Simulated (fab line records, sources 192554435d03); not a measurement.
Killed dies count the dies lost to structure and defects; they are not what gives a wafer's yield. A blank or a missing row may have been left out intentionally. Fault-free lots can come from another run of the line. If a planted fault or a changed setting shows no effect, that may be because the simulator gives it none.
fab line records ; flow n5_finfet
[record] lots = 5; wafers = 15; last_day = 17
route steps=1938 shown BEOL_M4@1111 BEOL_M5@1112 PASSIVATION@1936
lots untouched by any fault: they come from a run of this same line in which no faults occurred
start_h: start of the lot's first displayed wafer, in hours after the record's first day ; wait_h: time in hours since the lot's previous step ; " repeats the value in the row above ; L1.1+2: one row covering several wafers at once ; - no value, or no start was given ; * or withheld: withheld ; < > ~ a bound
route shown NAME@n: names a module that has steps shown in the file, with the first one's number in the route ; usual: the fault-free wafers' mean and standard deviation ; same: alike in all rows ; chamber/n: place in a boat ; sites: per-site readings ; _std_site: their standard deviation ; _edge_site: mean of outer sites minus mean of inner sites ; radius_mm: for every site, how far away it sits from the centre of the wafer ; mask NAME#n: copy n ; behind: the tool/chamber that last shaped the wafer ; hold: why the lot was held/for how many hours/how that ended ; device: the n, p or np transistor that did not switch ; end of line: tests of these same wafers at the route's end ; where a step has no rows: the recipe by itself ; killed: dies lost to structure and defects at the first sort, not the wafer's yield ; map: the dies of a wafer, with x for killed, . for not killed, _ for no die there
set.NAME: the setting that was run; set.NAME@STEP: the one run at that earlier step ; model.NAME: the simulator's own value behind a step, which no gauge read
a table for each step, a row for each wafer; lots at some steps of the route
services: a tool's chamber out of use, with start hour (start_h, from the record's first day; less than 0 if before it), hours out, and reason
[[steps]]
[step N5_BEOL_M4_RC_MEAS_101]
[usual] DIBL_N = 36.9/1.7; DIBL_P = 37.3/2.3; IOFF_N = 0.16/0.033; IOFF_P = 0.22/0.04; ION_N = 673/12; ION_P = 463/8; SS_N = 71.6/0.58; SS_P = 73.4/0.74; VT_N = 250/3.2; VT_P = -250/3.4
lot.wafer;tool;chamber;start_h;wait_h;DIBL_N[mV/V];DIBL_P[mV/V];IOFF_N[nA/um];IOFF_P[nA/um];ION_N[uA/um];ION_P[uA/um];SS_N[mV/dec];SS_P[mV/dec];VT_N[mV];VT_P[mV]
L391.2;prober-01;0;199.22;0.2;36.1;34.8;0.16;0.18;673;453;71.5;72.3;251;-256
L391.4;prober-01;0;199.22;0.2;35.4;34.3;0.14;0.18;664;453;71.2;73.9;253;-256
L391.6;prober-01;0;199.22;0.2;34.9;33.6;0.15;0.17;675;452;70.8;72.5;249;-254
L392.1;prober-02;0;204.65;0.0;35.0;37.2;0.14;0.22;662;457;71.4;73.2;252;-251
L392.2;prober-02;0;204.65;0.0;35.8;37.4;0.16;0.22;672;461;70.9;73.7;248;-250
L392.3;prober-02;0;204.65;0.0;35.9;38.2;0.16;0.22;679;470;70.7;73.6;249;-250
L396.1;prober-02;0;225.44;0.0;38.9;38.5;0.18;0.27;675;470;72.4;74.2;253;-245
L396.4;prober-02;0;225.44;0.0;36.1;36.2;0.14;0.23;663;466;71.3;72.8;251;-250
L396.5;prober-02;0;225.44;0.0;39.2;41.3;0.21;0.34;680;475;72.0;73.9;247;-241
L407.1;prober-01;0;308.00;0.0;39.3;41.1;0.21;0.27;674;461;72.5;74.2;247;-250
L407.2;prober-01;0;308.00;0.0;39.9;40.9;0.22;0.26;680;463;73.4;74.5;247;-250
L407.4;prober-01;0;308.00;0.0;38.5;39.9;0.18;0.25;677;466;72.4;74.5;252;-249
L409.1;prober-02;0;310.92;0.0;36.1;35.6;0.12;0.18;661;457;71.6;72.2;255;-253
L409.3;prober-02;0;310.92;0.0;37.0;37.3;0.14;0.21;683;468;70.8;72.8;251;-250
L409.6;prober-02;0;310.92;0.0;35.4;35.4;0.12;0.18;666;467;71.0;72.0;256;-251
[step N5_BEOL_M5_ILD_DEP_00]
[recipe] material = SiCOH_lowk; target_thk_a = 1406.4; temp_c = 300; precursor = DEMS/porogen; pressure_torr = 5; rf_w = 500; time_s = 25.9
[step N5_BEOL_M5_CURE_79]
[recipe] temp_c = 385; time_s = 240; ambient = He/Ar; material = SiCOH_lowk
[usual] lamp_power_pct = 52.31/0.05; wafer_temp_C_max = 386.8/0.51
lot.wafer;tool;chamber;start_h;wait_h;lamp_power_pct;wafer_temp_C_max
L391.2;uv_cure-03;0;200.17;0.1;52.30;387.2
L391.4;uv_cure-03;0;200.17;0.1;52.38;386.7
L391.6;uv_cure-03;0;200.17;0.1;52.36;387.1
L392.1;uv_cure-03;2;205.68;0.0;52.34;387.4
L392.2;uv_cure-03;2;205.68;0.0;52.29;387.1
L392.3;uv_cure-03;2;205.68;0.0;52.31;387.0
L396.1;uv_cure-03;0;226.48;0.0;52.26;387.2
L396.4;uv_cure-03;0;226.48;0.0;52.37;387.7
L396.5;uv_cure-03;0;226.48;0.0;52.32;386.4
L407.1;uv_cure-02;2;309.17;0.2;52.26;386.0
L407.2;uv_cure-02;2;309.17;0.2;52.31;386.8
L407.4;uv_cure-02;2;309.17;0.2;52.27;385.6
L409.1;uv_cure-01;0;311.95;0.0;52.21;387.3
L409.3;uv_cure-01;0;311.95;0.0;52.40;387.4
L409.6;uv_cure-01;0;311.95;0.0;52.28;387.2
[step N5_BEOL_M5_THK_MEAS_01]
[recipe] reads = SiCOH_lowk_of_BEOL_M5_ILD_DEP_00
[usual] M5_ILD_THK = 120.8/1.6
lot.wafer;tool;chamber;start_h;wait_h;M5_ILD_THK[nm]
L391.2;film_metro-01;-;200.60;0.4;119.6
L391.4;film_metro-01;-;200.60;0.4;121.9
L391.6;film_metro-01;-;200.60;0.4;121.7
L392.1;film_metro-01;-;206.19;0.4;119.8
L392.2;film_metro-01;-;206.19;0.4;119.9
L392.3;film_metro-01;-;206.19;0.4;120.0
L396.1;film_metro-02;-;226.99;0.4;119.6
L396.4;film_metro-02;-;226.99;0.4;121.4
L396.5;film_metro-02;-;226.99;0.4;123.9
L407.1;film_metro-01;-;309.69;0.4;120.1
L407.2;film_metro-01;-;309.69;0.4;118.7
L407.4;film_metro-01;-;309.69;0.4;121.7
L409.1;film_metro-02;-;312.46;0.4;120.0
L409.3;film_metro-02;-;312.46;0.4;119.1
L409.6;film_metro-02;-;312.46;0.4;122.7
[step N5_BEOL_M5_PECVD_70]
[recipe] material = SiO2; target_thk_a = 160; temp_c = 400; precursor = TEOS/O2; pressure_torr = 5.5; rf_w = 450; teos_flow_sccm = 53.8; gas = O2; flow_sccm = 3000; time_s = 18
[usual] heater_power_outer_w = 455/85; heater_power_w = 761/140; showerhead_plenum_p_Torr = 8.76/0.035; throttle_valve_pct = 22.3/0.94
lot.wafer;tool;chamber;start_h;wait_h;heater_power_outer_w;heater_power_w;showerhead_plenum_p_Torr;throttle_valve_pct
L391.2;pecvd-04;0;200.64;0.0;443;755;8.76;22.7
L391.4;pecvd-04;0;200.64;0.0;452;746;8.75;22.6
L391.6;pecvd-04;2;200.64;0.0;455;771;8.79;22.9
L392.1;pecvd-02;0;206.23;0.0;336;597;8.75;21.8
L392.2;pecvd-02;2;206.23;0.0;386;664;8.80;20.7
L392.3;pecvd-02;1;206.23;0.0;376;578;8.78;23.6
L396.1;pecvd-02;1;227.03;0.0;382;578;8.79;23.6
L396.4;pecvd-02;0;227.03;0.0;414;692;8.76;21.9
L396.5;pecvd-02;2;227.03;0.0;390;673;8.79;20.3
L407.1;pecvd-04;0;309.72;0.0;424;703;8.75;22.7
L407.2;pecvd-04;2;309.72;0.0;485;802;8.76;20.8
L407.4;pecvd-04;0;309.72;0.0;417;706;8.76;22.4
L409.1;pecvd-01;2;312.50;0.0;561;947;8.75;21.2
L409.3;pecvd-01;1;312.50;0.0;615;975;8.70;23.0
L409.6;pecvd-01;0;312.50;0.0;553;882;8.80;22.8
[step N5_BEOL_M5_HM_DEP_02]
[recipe] material = TiN; target_thk_a = 200; temp_c = 25; chamber_pressure_pa = 0.49996
[usual] throttle_valve_pct = 29.9/1.1
lot.wafer;tool;chamber;start_h;wait_h;throttle_valve_pct
L391.2;pvd_sputter-01;-;203.52;2.9;29.4
L391.4;pvd_sputter-01;-;203.52;2.9;32.1
L391.6;pvd_sputter-01;-;203.52;2.9;30.2
L392.1;pvd_sputter-03;-;207.49;1.2;28.9
L392.2;pvd_sputter-03;-;207.49;1.2;29.4
L392.3;pvd_sputter-03;-;207.49;1.2;30.5
L396.1;pvd_sputter-03;-;227.61;0.6;30.3
L396.4;pvd_sputter-03;-;227.61;0.6;30.3
L396.5;pvd_sputter-03;-;227.61;0.6;29.1
L407.1;pvd_sputter-01;-;310.81;1.1;28.9
L407.2;pvd_sputter-01;-;310.81;1.1;30.8
L407.4;pvd_sputter-01;-;310.81;1.1;32.2
L409.1;pvd_sputter-01;-;314.09;1.6;29.2
L409.3;pvd_sputter-01;-;314.09;1.6;31.1
L409.6;pvd_sputter-01;-;314.09;1.6;30.7
[step N5_BEOL_M5_COAT_59]
[recipe] resist = SOC; temp_c = 250; time_s = 60; spin_rpm = 1500; resist_thk_nm = 60
[step N5_BEOL_M5_COAT_60]
[recipe] resist = SiARC; temp_c = 220; time_s = 60; spin_rpm = 1500; resist_thk_nm = 12
[step N5_BEOL_M5_COAT_71]
[recipe] resist = underlayer; temp_c = 205; time_s = 60; spin_rpm = 1500; resist_thk_nm = 5
[step N5_BEOL_M5_COAT_05]
[recipe] resist = CAR-EUV; spin_rpm = 1500; resist_thk_nm = 30
[step N5_BEOL_M5_EBR_07]
[recipe] solvent = PGMEA; ebr_width_mm = 1.5
[step N5_BEOL_M5_SOFTBAKE_06]
[recipe] temp_c = 110; time_s = 60; resist = CAR-EUV
[step N5_BEOL_M5_EXPOSE_08]
[recipe] mask_id = M5; na = 0.33; source_shape = annular; sigma_inner = 0.4; sigma_outer = 0.8; polarization = unpolarized; target_cd_nm = 28; dose_mj = 35.75
[same] sigma_inner = 0.4
lot.wafer;tool;chamber;start_h;wait_h;mask
L391.2+4+6;euv_scanner-01;0;203.91;-;M5#0
L392.1+2+3;euv_scanner-02;0;207.87;-;M5#0
L396.1+4+5;euv_scanner-01;0;228.00;-;M5#0
L407.1+2+4;euv_scanner-02;0;311.20;-;M5#0
L409.1+3+6;euv_scanner-01;0;314.50;-;M5#0
[step N5_BEOL_M5_PEB_09]
[recipe] peb_temp_c = 100; peb_time_s = 60; resist = CAR-EUV
[step N5_BEOL_M5_DEVELOP_10]
[recipe] develop_time_s = 30; developer = TMAH; resist = CAR-EUV; rinse_liquid = surfactant_rinse; dry = air_spin; dev_temp_c = 23
[step N5_BEOL_M5_CD_MEAS_11]
[recipe] target_cd_nm = 27.74; landing_energy_ev = 500; detector = se_inlens
[usual] cd_nm = 27.78/0.26
lot.wafer;tool;chamber;start_h;wait_h;cd_nm
L391.2;cd_sem-03;0;204.03;-;27.90
L391.4;cd_sem-03;0;204.03;-;27.47
L391.6;cd_sem-03;0;204.03;-;27.43
L392.1;cd_sem-01;0;208.00;-;28.09
L392.2;cd_sem-01;0;208.00;-;28.01
L392.3;cd_sem-01;0;208.00;-;27.51
L396.1;cd_sem-02;0;228.13;-;27.61
L396.4;cd_sem-02;0;228.13;-;27.26
L396.5;cd_sem-02;0;228.13;-;27.69
L407.1;cd_sem-03;0;311.33;-;27.70
L407.2;cd_sem-03;0;311.33;-;27.42
L407.4;cd_sem-03;0;311.33;-;27.77
L409.1;cd_sem-02;0;314.62;-;27.96
L409.3;cd_sem-02;0;314.62;-;27.85
L409.6;cd_sem-02;0;314.62;-;27.99
[step N5_BEOL_M5_OVL_MEAS_12]
[recipe] points_per_wafer = 522
[usual] M5_OVL = 0.0/0.58
lot.wafer;tool;chamber;start_h;wait_h;M5_OVL[nm]
L391.2;overlay-01;0;204.07;0.0;0.7
L391.4;overlay-01;0;204.07;0.0;0.7
L391.6;overlay-01;0;204.07;0.0;0.5
L392.1;overlay-01;0;208.03;0.0;0.1
L392.2;overlay-01;0;208.03;0.0;0.1
L392.3;overlay-01;0;208.03;0.0;0.3
L396.1;overlay-01;0;228.16;0.0;-0.5
L396.4;overlay-01;0;228.16;0.0;-0.3
L396.5;overlay-01;0;228.16;0.0;-0.3
L407.1;overlay-01;0;311.36;0.0;-1.1
L407.2;overlay-01;0;311.36;0.0;-0.2
L407.4;overlay-01;0;311.36;0.0;0.1
L409.1;overlay-01;0;314.65;0.0;1.2
L409.3;overlay-01;0;314.65;0.0;0.2
L409.6;overlay-01;0;314.65;0.0;0.0
[step N5_BEOL_M5_INSPECT_13]
[recipe] mode = adi; inspect_instrument = brightfield
[usual] raw_defect_count = 401/100
lot.wafer;tool;chamber;start_h;wait_h;raw_defect_count
L391.2;defect_inspect-02;-;204.12;0.0;320
L391.4;defect_inspect-02;-;204.12;0.0;370
L391.6;defect_inspect-02;-;204.12;0.0;275
L392.1;defect_inspect-02;-;208.10;0.1;346
L392.2;defect_inspect-02;-;208.10;0.1;325
L392.3;defect_inspect-02;-;208.10;0.1;360
L396.1;defect_inspect-02;-;228.22;0.1;402
L396.4;defect_inspect-02;-;228.22;0.1;402
L396.5;defect_inspect-02;-;228.22;0.1;429
L407.1;defect_inspect-01;-;311.42;0.1;387
L407.2;defect_inspect-01;-;311.42;0.1;341
L407.4;defect_inspect-01;-;311.42;0.1;332
L409.1;defect_inspect-02;-;314.71;0.1;617
L409.3;defect_inspect-02;-;314.71;0.1;488
L409.6;defect_inspect-02;-;314.71;0.1;434
[step N5_BEOL_M5_DESCUM_16]
[recipe] chemistry = O2; time_s = 7; source_power_w = 50; bias_power_w = 20; pressure_mtorr = 20; rf_frequency_hz = 2.712e+07; temp_c = 40; resist = CAR-EUV; o2_flow_sccm = 225
[usual] drypump_motor_current_A = 5.6/0.45; oes_product_au = 0.80/0.087; rf_vpp_V = 243.3/1.5; showerhead_plenum_p_Torr = 2.09/0.086; throttle_valve_pct = 20.40/0.3
lot.wafer;tool;chamber;start_h;wait_h;drypump_motor_current_A;oes_product_au;rf_hours_counter_h;rf_vpp_V;showerhead_plenum_p_Torr;throttle_valve_pct;model.BEOL_M5.cd_nm
L391.2;rie_diel-04;0;204.73;0.6;6.3;0.85;53;241.9;2.02;20.50;28
L391.4;rie_diel-04;3;204.73;0.6;5.4;0.86;42;246.5;2.23;19.93;27.8
L391.6;rie_diel-04;3;204.73;0.6;5.4;0.85;-;243.8;2.24;19.94;27.8
L392.1;rie_diel-04;2;208.18;0.1;5.0;0.74;184;241.1;1.99;20.37;27.8
L392.2;rie_diel-04;1;208.18;0.1;5.0;0.67;243;242.5;2.04;20.45;28.2
L392.3;rie_diel-04;0;208.18;0.1;6.3;0.85;54;243.8;2.02;20.51;27.8
L396.1;rie_diel-03;3;228.50;0.3;5.9;0.89;39;245.3;2.13;20.32;27.4
L396.4;rie_diel-03;2;228.50;0.3;6.0;0.69;231;242.2;1.98;20.43;27.2
L396.5;rie_diel-03;3;228.50;0.3;5.8;0.88;-;245.1;2.13;20.30;27.6
L407.1;rie_diel-04;1;311.45;0.0;5.0;0.91;19;244.2;2.03;20.10;27.8
L407.2;rie_diel-04;3;311.45;0.0;5.4;0.81;75;245.2;2.22;20.00;27.4
L407.4;rie_diel-04;0;311.45;0.0;6.3;0.81;-;241.9;2.01;20.55;27.6
L409.1;rie_diel-05;0;315.09;0.4;6.1;0.87;69;242.2;2.04;20.07;28
L409.3;rie_diel-05;2;315.09;0.4;5.8;0.71;179;243.9;2.10;20.79;27.8
L409.6;rie_diel-05;2;315.09;0.4;5.8;0.71;-;243.9;2.10;20.81;27.8
[step N5_BEOL_M5_ETCH_72]
[recipe] chemistry = N2/H2; target = underlayer; target_depth_a = 65; mask_material = CAR-EUV; time_s = 5.2; ion_energy_ev = 200; pressure_mtorr = 30; source_w = 840; bias_w = 150; n2_flow_sccm = 200; h2_flow_sccm = 200; ends = cleared
[usual] drypump_motor_current_A = 5.6/0.45; etch_rf_on_time_s = 5.17/0.13; oes_product_au = 0.68/0.074; rf_vpp_V = 524/3.1; showerhead_plenum_p_Torr = 2.54/0.098; throttle_valve_pct = 17.82/0.3
lot.wafer;tool;chamber;start_h;wait_h;drypump_motor_current_A;etch_rf_on_time_s;oes_product_au;rf_hours_counter_h;rf_vpp_V;showerhead_plenum_p_Torr;throttle_valve_pct
L391.2;rie_diel-04;0;204.76;0.0;6.3;4.98;0.74;53;521;2.49;18.11
L391.4;rie_diel-04;3;204.76;0.0;5.4;5.17;0.73;42;528;2.71;17.41
L391.6;rie_diel-04;3;204.76;0.0;5.4;5.23;0.72;-;528;2.71;17.42
L392.1;rie_diel-04;2;208.21;0.0;5.0;5.06;0.63;184;517;2.43;17.94
L392.2;rie_diel-04;1;208.21;0.0;5.0;5.14;0.57;243;523;2.48;17.83
L392.3;rie_diel-04;0;208.21;0.0;6.3;5.00;0.74;54;523;2.49;18.12
L396.1;rie_diel-03;3;228.54;0.0;5.9;5.06;0.75;39;525;2.56;17.49
L396.4;rie_diel-03;2;228.54;0.0;6.0;5.32;0.59;231;519;2.41;17.88
L396.5;rie_diel-03;3;228.54;0.0;5.9;5.01;0.76;-;525;2.56;17.49
L407.1;rie_diel-04;1;311.49;0.0;5.0;5.10;0.75;19;525;2.47;17.42
L407.2;rie_diel-04;3;311.49;0.0;5.4;5.24;0.68;75;525;2.69;17.47
L407.4;rie_diel-04;0;311.49;0.0;6.3;5.07;0.71;-;522;2.47;18.18
L409.1;rie_diel-05;0;315.12;0.0;6.1;5.19;0.73;69;523;2.48;17.53
L409.3;rie_diel-05;2;315.12;0.0;5.8;5.23;0.60;180;523;2.53;18.15
L409.6;rie_diel-05;2;315.12;0.0;5.8;5.26;0.61;-;524;2.53;18.15
[step N5_BEOL_M5_ETCH_61]
[recipe] chemistry = CF4; target = SiARC; target_depth_a = 156; mask_material = CAR-EUV; time_s = 26; ion_energy_ev = 80; pressure_mtorr = 40; source_w = 545; bias_w = 36; Ar_flow_sccm = 100; cf4_flow_sccm = 100; ends = cleared
[usual] drypump_motor_current_A = 5.6/0.45; etch_rf_on_time_s = 25.9/0.61; oes_product_au = 0.69/0.074; rf_vpp_V = 184.0/1.2; showerhead_plenum_p_Torr = 2.14/0.082; throttle_valve_pct = 15.55/0.25
lot.wafer;tool;chamber;start_h;wait_h;drypump_motor_current_A;etch_rf_on_time_s;oes_product_au;rf_hours_counter_h;rf_vpp_V;showerhead_plenum_p_Torr;throttle_valve_pct;model.BEOL_M5.cd_nm
L391.2;rie_diel-04;0;204.78;0.0;6.3;25.1;0.73;53;183.5;2.08;15.67;28
L391.4;rie_diel-04;3;204.78;0.0;5.4;26.3;0.72;42;184.4;2.28;15.15;27.8
L391.6;rie_diel-04;3;204.78;0.0;5.4;26.4;0.71;-;185.5;2.28;15.16;27.8
L392.1;rie_diel-04;2;208.23;0.0;5.0;26.0;0.63;184;182.2;2.04;15.60;27.8
L392.2;rie_diel-04;1;208.23;0.0;5.0;26.1;0.57;243;183.7;2.10;15.75;28.2
L392.3;rie_diel-04;0;208.23;0.0;6.3;25.3;0.73;54;183.4;2.08;15.67;27.6
L396.1;rie_diel-03;3;228.55;0.0;5.9;25.4;0.75;39;183.6;2.19;15.48;27.4
L396.4;rie_diel-03;2;228.55;0.0;6.0;26.6;0.59;231;182.9;2.03;15.67;27.4
L396.5;rie_diel-03;3;228.55;0.0;5.9;25.7;0.75;-;184.8;2.19;15.49;27.4
L407.1;rie_diel-04;1;311.50;0.0;5.0;25.7;0.75;19;182.7;2.09;15.32;27.8
L407.2;rie_diel-04;3;311.50;0.0;5.4;26.2;0.68;75;184.6;2.27;15.21;27.8
L407.4;rie_diel-04;0;311.50;0.0;6.3;25.1;0.70;-;182.7;2.07;15.73;27.6
L409.1;rie_diel-05;0;315.14;0.0;6.0;26.2;0.73;69;182.6;2.09;15.20;27.8
L409.3;rie_diel-05;2;315.14;0.0;5.8;26.5;0.61;180;186.3;2.13;15.81;27.8
L409.6;rie_diel-05;2;315.14;0.0;5.8;26.6;0.61;-;184.1;2.13;15.82;27.6
[step N5_BEOL_M5_ETCH_62]
[recipe] chemistry = N2/H2; target = SOC; target_depth_a = 750; overetch_a = 150; mask_material = SiARC; temp_c = 40; time_s = 112.5; ion_energy_ev = 200; pressure_mtorr = 30; source_w = 840; bias_w = 150; n2_flow_sccm = 200; h2_flow_sccm = 200
[usual] drypump_motor_current_A = 5.6/0.45; oes_product_au = 0.63/0.064; rf_vpp_V = 523.7/2.7; showerhead_plenum_p_Torr = 2.54/0.098; throttle_valve_pct = 17.77/0.3
lot.wafer;tool;chamber;start_h;wait_h;drypump_motor_current_A;oes_product_au;rf_hours_counter_h;rf_vpp_V;showerhead_plenum_p_Torr;throttle_valve_pct
L391.2;rie_diel-04;0;204.81;0.0;6.3;0.66;53;521.5;2.49;18.08
L391.4;rie_diel-04;3;204.81;0.0;5.4;0.67;42;527.0;2.71;17.37
L391.6;rie_diel-04;3;204.81;0.0;5.4;0.67;-;526.9;2.71;17.37
L392.1;rie_diel-04;2;208.26;0.0;5.0;0.59;184;521.6;2.43;17.90
L392.2;rie_diel-04;1;208.26;0.0;5.0;0.53;243;523.0;2.48;17.81
L392.3;rie_diel-04;0;208.26;0.0;6.3;0.66;54;521.6;2.49;18.08
L396.1;rie_diel-03;3;228.58;0.0;5.9;0.69;39;525.6;2.56;17.44
L396.4;rie_diel-03;2;228.58;0.0;6.0;0.55;231;518.2;2.41;17.86
L396.5;rie_diel-03;3;228.58;0.0;5.9;0.69;-;527.7;2.56;17.47
L407.1;rie_diel-04;1;311.53;0.0;5.0;0.69;19;522.1;2.47;17.41
L407.2;rie_diel-04;3;311.53;0.0;5.4;0.63;75;527.9;2.69;17.43
L407.4;rie_diel-04;0;311.53;0.0;6.3;0.63;-;523.3;2.47;18.13
L409.1;rie_diel-05;0;315.17;0.0;6.1;0.68;69;522.9;2.48;17.51
L409.3;rie_diel-05;2;315.17;0.0;5.8;0.57;180;524.2;2.53;18.10
L409.6;rie_diel-05;2;315.17;0.0;5.8;0.57;-;523.6;2.53;18.12
[step N5_PASSIVATION_PROBE_49]
[usual] defect_limited_yield = 91.2/1.3; killed_at_M0_to_M3 = 34/10; killed_at_M4_up = 13/4.6; killed_at_contacts = 13/5.5; killed_at_front_end = 41/12; killed_at_other = 2.8/2.4; killed_dies = 104/16; killed_on_rim = 14/4.2; killed_open = 67/12; killed_short = 33/7.2; sort_bin_4_leakage = 0.00/0.012; sort_bin_5_function = 5.1/0.86; sort_bin_6_memory = 3.3/0.62; sort_n_pass = 1076/16; sort_yield_pct = 91.2/1.3
[same] gross_dies = 1180; killed_at_back_side = 0; sort_bin_8_speed[%] = 0
lot.wafer;tool;chamber;start_h;wait_h;defect_limited_yield[%];killed_at_M0_to_M3;killed_at_M4_up;killed_at_contacts;killed_at_front_end;killed_at_other;killed_dies;killed_on_rim;killed_open;killed_short;sort_bin_4_leakage[%];sort_bin_5_function[%];sort_bin_6_memory[%];sort_n_pass;sort_yield_pct[%]
L392.1;prober-01;-;317.22;0.0;92.9;29;11;6;36;2;84;12;56;21;0;4.2;2.5;1096;92.9
L392.2;prober-01;-;317.27;0.1;93.5;22;14;13;26;2;77;9;49;21;0;3.7;2.6;1103;93.5
L392.3;prober-01;-;317.32;0.1;91.8;44;13;6;34;0;97;6;65;28;0;5.7;2.5;1083;91.8
L391.2;prober-02;-;317.44;0.1;89.5;23;23;7;63;8;124;19;85;35;0;6.4;3.7;1056;89.5
L391.4;prober-02;-;317.54;0.2;91.5;25;8;5;57;5;100;16;59;28;0;4.7;2.9;1080;91.5
L391.6;prober-02;-;317.64;0.3;91.7;35;7;11;43;2;98;12;65;28;0;5.1;2.8;1082;91.7
L407.1;prober-02;-;402.11;0.0;91.9;35;16;9;32;3;95;11;56;34;0;4.8;2.7;1085;91.9
L407.2;prober-02;-;402.16;0.1;91.8;38;12;8;36;3;97;11;52;37;0;4.9;2.9;1083;91.8
L407.4;prober-02;-;402.26;0.2;90.4;41;6;17;45;4;113;16;75;33;0;4.7;4.7;1067;90.4
// killed by level:class
L392.1 FIN_SAQP:geometric_particle:short=9 BEOL_M1:geometric_particle:open=7 MOL_CONTACT_COAG:geometric_particle:open=6 BEOL_M2:geometric_particle:open=6 FIN_SAQP:geometric_particle:open=5 STI_FIN_REVEAL:geometric_particle:open=5 STARTING-WAFER:geometric_particle:open=5 BEOL_M4:geometric_particle:open=4
L392.2 MOL_CONTACT_COAG:geometric_particle:open=10 BEOL_M1:geometric_particle:open=7 FIN_SAQP:geometric_particle:short=6 BEOL_M4:geometric_particle:open=5 DUMMY_GATE:geometric_particle:open=4 BEOL_M2:geometric_particle:open=4 STARTING-WAFER:geometric_particle:open=4 FIN_SAQP:geometric_particle:open=3
L392.3 BEOL_M2:geometric_particle:open=9 FIN_SAQP:geometric_particle:short=8 BEOL_M4:geometric_particle:open=8 STI_FIN_REVEAL:geometric_particle:open=7 BEOL_M1:geometric_particle:open=7 BEOL_M0_SAQP:geometric_particle:short=6 BEOL_M3:geometric_particle:open=6 DUMMY_GATE:geometric_particle:open=5
L391.2 FIN_SAQP:geometric_particle:open=14 FIN_SAQP:geometric_particle:short=12 BEOL_M4:geometric_particle:open=8 DUMMY_GATE:geometric_particle:open=7 STI_FIN_REVEAL:geometric_particle:open=6 BEOL_M3:geometric_particle:open=6 STARTING-WAFER:geometric_particle:short=6 MOL_CONTACT_COAG:geometric_particle:open=5
L391.4 FIN_SAQP:geometric_particle:open=15 FIN_SAQP:geometric_particle:short=8 STI_FIN_REVEAL:geometric_particle:open=7 BEOL_M3:geometric_particle:open=7 GATE_CUT:geometric_particle:short=5 HKMG_FIN:area_etch=5 DUMMY_GATE:geometric_particle:open=4 MOL_CONTACT_COAG:geometric_particle:open=4
L391.6 BEOL_M3:geometric_particle:open=11 FIN_SAQP:geometric_particle:short=8 MOL_CONTACT_COAG:geometric_particle:open=8 FIN_SAQP:geometric_particle:open=7 DUMMY_GATE:geometric_particle:open=7 BEOL_M0_SAQP:geometric_particle:open=6 BEOL_M0_SAQP:geometric_particle:short=6 BEOL_M2:geometric_particle:open=6
L407.1 BEOL_M0_SAQP:geometric_particle:short=8 BEOL_M2:geometric_particle:open=8 BEOL_M0_SAQP:geometric_particle:open=6 MOL_CONTACT_COAG:geometric_particle:open=6 FIN_SAQP:geometric_particle:short=5 BEOL_M4:geometric_particle:short=5 STI_FIN_REVEAL:geometric_particle:open=4 BEOL_M3:geometric_particle:open=4
L407.2 BEOL_M0_SAQP:geometric_particle:short=9 FIN_SAQP:geometric_particle:open=8 FIN_SAQP:geometric_particle:short=8 BEOL_M2:geometric_particle:open=7 MOL_CONTACT_COAG:geometric_particle:open=6 BEOL_M0_SAQP:geometric_particle:open=6 ILD0:geometric_particle:short=5 BEOL_M1:geometric_particle:open=4
L407.4 FIN_SAQP:geometric_particle:open=21 MOL_CONTACT_COAG:geometric_particle:open=14 BEOL_M0_SAQP:geometric_particle:short=9 FIN_SAQP:geometric_particle:short=7 STI_FIN_REVEAL:geometric_particle:open=7 BEOL_M0_SAQP:geometric_particle:open=6 BEOL_M2:geometric_particle:open=6 BEOL_M3:geometric_particle:open=5
[[services]]
tool;chamber;start_h;hours;kind
uv_cure-02;-;180.80;2.1;pm
euv_scanner-02;-;181.53;1.0;pm
pecvd-01;2;187.26;6.8;repair
uv_cure-01;-;191.04;1.0;pm
euv_scanner-01;-;194.85;1.0;pm
rie_diel-04;-;199.56;1.0;repair
uv_cure-02;-;208.82;53.7;repair
euv_scanner-02;-;216.93;4.6;pm
euv_scanner-01;-;221.53;4.6;pm
euv_scanner-02;-;237.68;1.0;pm
rie_diel-05;-;243.98;0.4;repair
rie_diel-05;1;248.26;8.4;repair
euv_scanner-01;-;251.00;1.0;pm
uv_cure-02;-;262.56;5.0;pm
rie_diel-05;-;265.91;4.3;pm
pecvd-01;-;266.59;2.8;pm
rie_diel-05;-;283.06;1.3;repair
euv_scanner-02;-;283.79;17.3;pm
uv_cure-03;-;289.73;2.1;pm
euv_scanner-01;-;301.10;6.2;pm
uv_cure-01;-;304.10;7.5;pm
euv_scanner-02;-;307.35;1.0;pm
euv_scanner-01;-;308.39;1.0;pm
rie_diel-04;2;310.40;11.5;repair
[[key]]
first_sign none at tools or gauges
[model_effect] step = N5_BEOL_M5_DESCUM_16; value = BEOL_M5.cd_nm; without = 27.73; struck = 27.4
[model_effect] step = N5_BEOL_M5_ETCH_61; value = BEOL_M5.cd_nm; without = 27.8; struck = 27.4
met_at N5_BEOL_M5_EXPOSE_08
struck_wafers L396.1,L396.4,L396.5
onset_between 203.91 228.00
also_fits N5_BEOL_M5_CURE_79:uv_cure-03,N5_BEOL_M5_PECVD_70:pecvd-02,N5_BEOL_M5_HM_DEP_02:pvd_sputter-03,N5_BEOL_M5_DESCUM_16:rie_diel-03
[fault] kind = process_parameter_drift; tool = euv_scanner-01; chamber = -; onset_h = 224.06; steps = N5_BEOL_M5_EXPOSE_08; channel = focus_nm; offset = 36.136; spread_by_wafer = 0.3; shape = step; end_h = 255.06
